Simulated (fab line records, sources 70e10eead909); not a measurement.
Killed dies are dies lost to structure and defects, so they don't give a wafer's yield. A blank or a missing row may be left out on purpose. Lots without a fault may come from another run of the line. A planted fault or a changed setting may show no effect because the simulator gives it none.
Which tool did it? | flow nand_harc | 12 lots, 36 wafers sampled, at 5 steps of a route of 1302

WHAT THE GAUGES READ, wafer by wafer
NHARC_END_SORT_01. Usual: killed_at_array 62, standard deviation 20; killed_at_other 0.8, standard deviation 1.1; killed_at_periphery 3.5, standard deviation 2.4; killed_dies 66, standard deviation 21; killed_open 3.5, standard deviation 1.9; killed_short 2.5, standard deviation 1.7.
lot  | measured     | on        | killed_at_array | killed_at_other | killed_at_periphery | killed_dies | killed_open | killed_short | flag
L162 | day 26 00:33 | prober-02 | 47 51 44        | 1 2 1           | 4 4 1               | 52 57 46    | 6 4 2       | 2 3 6        |

WHICH TOOL RAN EACH LOT (tool, then ch and the chambers of the sampled wafers, then the start)
lot  | NHARC_A_CONTACT_ETCH_118             | NHARC_A_CONTACT_ETCH_96                       | NHARC_A_CONTACT_STRIP_55                      | NHARC_A_CONTACT_SOFTBAKE_64
L157 | har_cap_etch-02 ch 0,1, day 22 04:40 | rie_diel-05 ch 1,2,3, day 22 11:00 or earlier | rie_diel-06 ch 0,1,2, day 22 11:00 or earlier | litho_track-01 ch 0, day 22 11:00
L159 | har_cap_etch-03 ch 0,1, day 22 07:28 | rie_diel-06 ch 0,1,2, day 22 15:00 or earlier | rie_diel-06 ch 0,2,3, day 22 15:00 or earlier | litho_track-04 ch 0, day 22 15:00
L160 | har_cap_etch-02 ch 0, day 22 15:14   | rie_diel-06 ch 0,1, day 23 02:00 or earlier   | rie_diel-07 ch 1,3, day 23 02:00 or earlier   | litho_track-01 ch 0, day 23 02:00
L161 | har_cap_etch-02 ch 0,1, day 23 04:26 | rie_diel-06 ch 0,1,2, day 23 11:00 or earlier | rie_diel-05 ch 0,1,3, day 23 11:00 or earlier | litho_track-04 ch 0, day 23 11:00
L162 | har_cap_etch-03 ch 0,1, day 23 05:47 | rie_diel-05 ch 0,2, day 23 08:14              | rie_diel-06 ch 1,3, day 23 14:00 or earlier   | litho_track-04 ch 0, day 23 14:00
L165 | har_cap_etch-02 ch 0,1, day 24 14:58 | rie_diel-05 ch 1,3, day 24 21:00 or earlier   | rie_diel-05 ch 0,2,3, day 24 21:00 or earlier | litho_track-06 ch 0, day 24 21:00
L163 | har_cap_etch-03 ch 1, day 24 19:01   | rie_diel-06 ch 0,1,2, day 25 05:00 or earlier | rie_diel-07 ch 1,2,3, day 25 05:00 or earlier | litho_track-01 ch 0, day 25 05:00
L169 | har_cap_etch-02 ch 0,1, day 26 19:25 | rie_diel-06 ch 0,1, day 27 03:00 or earlier   | rie_diel-06 ch 0,2, day 27 03:00 or earlier   | litho_track-04 ch 0, day 27 03:00
L170 | har_cap_etch-01 ch 0,1, day 26 23:16 | rie_diel-06 ch 0,1,2, day 27 08:00 or earlier | rie_diel-06 ch 0,1,3, day 27 08:00 or earlier | litho_track-06 ch 0, day 27 08:00
L174 | har_cap_etch-02 ch 0, day 28 13:05   | rie_diel-07 ch 0,1, day 28 22:00 or earlier   | rie_diel-05 ch 1,3, day 28 22:00 or earlier   | litho_track-04 ch 0, day 28 22:00
L176 | har_cap_etch-03 ch 0,1, day 29 22:58 | rie_diel-05 ch 1,3, day 30 09:00 or earlier   | rie_diel-05 ch 0,2,3, day 30 09:00 or earlier | litho_track-04 ch 0, day 30 09:00
L178 | har_cap_etch-01 ch 0,1, day 30 03:17 | rie_diel-05 ch 0,2,3, day 30 14:00 or earlier | rie_diel-05 ch 0,3, day 30 14:00 or earlier   | litho_track-01 ch 0, day 30 14:00
- NHARC_A_CONTACT_ETCH_118: etches the open film in C4F8/O2/Ar, time 190 s, target depth 1850 nm.
- NHARC_A_CONTACT_ETCH_96: etches the open film in C4F6/O2, target depth 20 nm, time 10 s.
- NHARC_A_CONTACT_STRIP_55: strips in O2.
- NHARC_A_CONTACT_SOFTBAKE_64: time 55 s.

WHAT THE TOOLS THEMSELVES READ (means of the sampled wafers that have a number; where no wafer has one, the mark that the record gives instead)
NHARC_A_CONTACT_ETCH_96. Usual: drypump_motor_current_A 5.7 A, standard deviation 0.56; oes_product_au 0.972 a.u., standard deviation 0.027; rf_vpp_V 547.6 V, standard deviation 2.8; showerhead_plenum_p_Torr 3.97 Torr, standard deviation 0.13; throttle_valve_pct 26.904 %, standard deviation 0.0096.
lot  | tool        | drypump_motor_current_A (A) | oes_product_au (a.u.) | rf_vpp_V (V) | showerhead_plenum_p_Torr (Torr) | throttle_valve_pct (%) | flag
L157 | rie_diel-05 | 5.7                         | 0.948                 | 547.6        | 3.95                            | 26.907                 |
L159 | rie_diel-06 | 5.9                         | 0.945                 | 549.3        | 3.98                            | 26.901                 |
L160 | rie_diel-06 | 6.0                         | 0.966                 | 549.2        | 4.01                            | 26.905                 |
L161 | rie_diel-06 | 5.9                         | 1.012                 | 548.7        | 3.98                            | 26.894                 |
L162 | rie_diel-05 | 5.7                         | 0.947                 | 549.9        | 4.11                            | 26.897                 |
L165 | rie_diel-05 | 5.4                         | 0.938                 | 544.5        | 3.79                            | 26.915                 |
L163 | rie_diel-06 | 5.9                         | 0.948                 | 547.6        | 3.98                            | 26.905                 |
L169 | rie_diel-06 | 5.5                         | 0.990                 | 546.5        | 3.91                            | 26.904                 |
L170 | rie_diel-06 | 5.9                         | 1.001                 | 548.9        | 3.97                            | 26.896                 |
L174 | rie_diel-07 | 5.9                         | 1.002                 | 549.3        | 4.06                            | 26.907                 |
L176 | rie_diel-05 | 5.4                         | 0.946                 | 545.1        | 3.85                            | 26.905                 |
L178 | rie_diel-05 | 5.4                         | 0.956                 | 548.2        | 4.00                            | 26.889                 |

NHARC_A_CONTACT_STRIP_55. Usual: drypump_motor_current_A 5.7 A, standard deviation 0.54; oes_product_au 1.003 a.u., standard deviation 0.0094; rf_vpp_V 57.9 V, standard deviation 0.86; showerhead_plenum_p_Torr 3.56 Torr, standard deviation 0.13; throttle_valve_pct 17.036 %, standard deviation 0.0091.
lot  | tool        | drypump_motor_current_A (A) | oes_product_au (a.u.) | rf_vpp_V (V) | showerhead_plenum_p_Torr (Torr) | throttle_valve_pct (%) | flag
L157 | rie_diel-06 | 5.9                         | 1.001                 | 59.1         | 3.58                            | 17.030                 |
L159 | rie_diel-06 | 6.0                         | 0.998                 | 58.5         | 3.61                            | 17.039                 |
L160 | rie_diel-07 | 6.0                         | 1.001                 | 57.9         | 3.67                            | 17.040                 |
L161 | rie_diel-05 | 5.2                         | 1.004                 | 58.0         | 3.49                            | 17.034                 |
L162 | rie_diel-06 | 5.1                         | 0.992                 | 58.3         | 3.48                            | 17.037                 |
L165 | rie_diel-05 | 5.4                         | 1.003                 | 58.9         | 3.63                            | 17.031                 |
L163 | rie_diel-07 | 5.9                         | 1.002                 | 57.3         | 3.54                            | 17.038                 |
L169 | rie_diel-06 | 6.4                         | 1.014                 | 58.7         | 3.65                            | 17.034                 |
L170 | rie_diel-06 | 5.6                         | 1.002                 | 58.3         | 3.55                            | 17.042                 |
L174 | rie_diel-05 | 5.4                         | 1.002                 | 56.6         | 3.46                            | 17.030                 |
L176 | rie_diel-05 | 5.4                         | 1.013                 | 58.1         | 3.60                            | 17.029                 |
L178 | rie_diel-05 | 4.9                         | 1.010                 | 58.0         | 3.55                            | 17.038                 |

NHARC_A_CONTACT_SOFTBAKE_64. Usual: heater_power_total_W 188.44 W, standard deviation 0.14.
lot  | tool           | heater_power_total_W (W) | flag
L157 | litho_track-01 | 188.54                   |
L159 | litho_track-04 | 188.31                   |
L160 | litho_track-01 | 188.43                   |
L161 | litho_track-04 | 188.35                   |
L162 | litho_track-04 | 188.40                   |
L165 | litho_track-06 | 188.41                   |
L163 | litho_track-01 | 188.44                   |
L169 | litho_track-04 | 188.35                   |
L170 | litho_track-06 | 188.55                   |
L174 | litho_track-04 | 219.51                   | OFF
L176 | litho_track-04 | 219.35                   | OFF
L178 | litho_track-01 | 188.25                   |

THE ANSWER, worked out from the rows above alone
Rule: a lot is off if the mean of its wafers that have a number lies more than 3 standard deviations from the usual mean. A lot without any number at a reading at which 4 lots or more have one is off too. The other lots that the step has rows for count as sound. The gauges are gone through in route order, then the tools' own readings, and for those a lot's mean is taken as printed above. The first step at which some lot is off is used, and at that step the reading that is off furthest; a lot without a number counts as furthest.
Off: L174, L176, at NHARC_A_CONTACT_SOFTBAKE_64 (heater_power_total_W).
A tool fits if, at that step or a process step before it, it ran every lot that is off, and no sound lot after the first of them. NHARC_A_CONTACT_ETCH_96 gives no start for some lots, so the hours and the order of its lots are those of NHARC_A_CONTACT_SOFTBAKE_64. NHARC_A_CONTACT_STRIP_55 gives no start for some lots, so the hours and the order of its lots are those of NHARC_A_CONTACT_SOFTBAKE_64. One fits: litho_track-04 at NHARC_A_CONTACT_SOFTBAKE_64. Its last sound lot is L169 (day 27 03:00), its first lot that is off L174 (day 28 22:00): a fault that began between those two fits.
The tool's own readings at NHARC_A_CONTACT_SOFTBAKE_64 bear it out: on the lots that are off they differ by more than 5 times the standard deviation of the sound lots' means. heater_power_total_W reads 219.43 W there against 188.40 W on the sound lots.

WHAT THE SIMULATOR HAD PUT IN
Process parameter drift: litho_track-04, from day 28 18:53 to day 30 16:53, at NHARC_A_CONTACT_SOFTBAKE_64. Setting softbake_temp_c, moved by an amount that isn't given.
Lots struck among those shown: L174, L176. The rule above found the same.
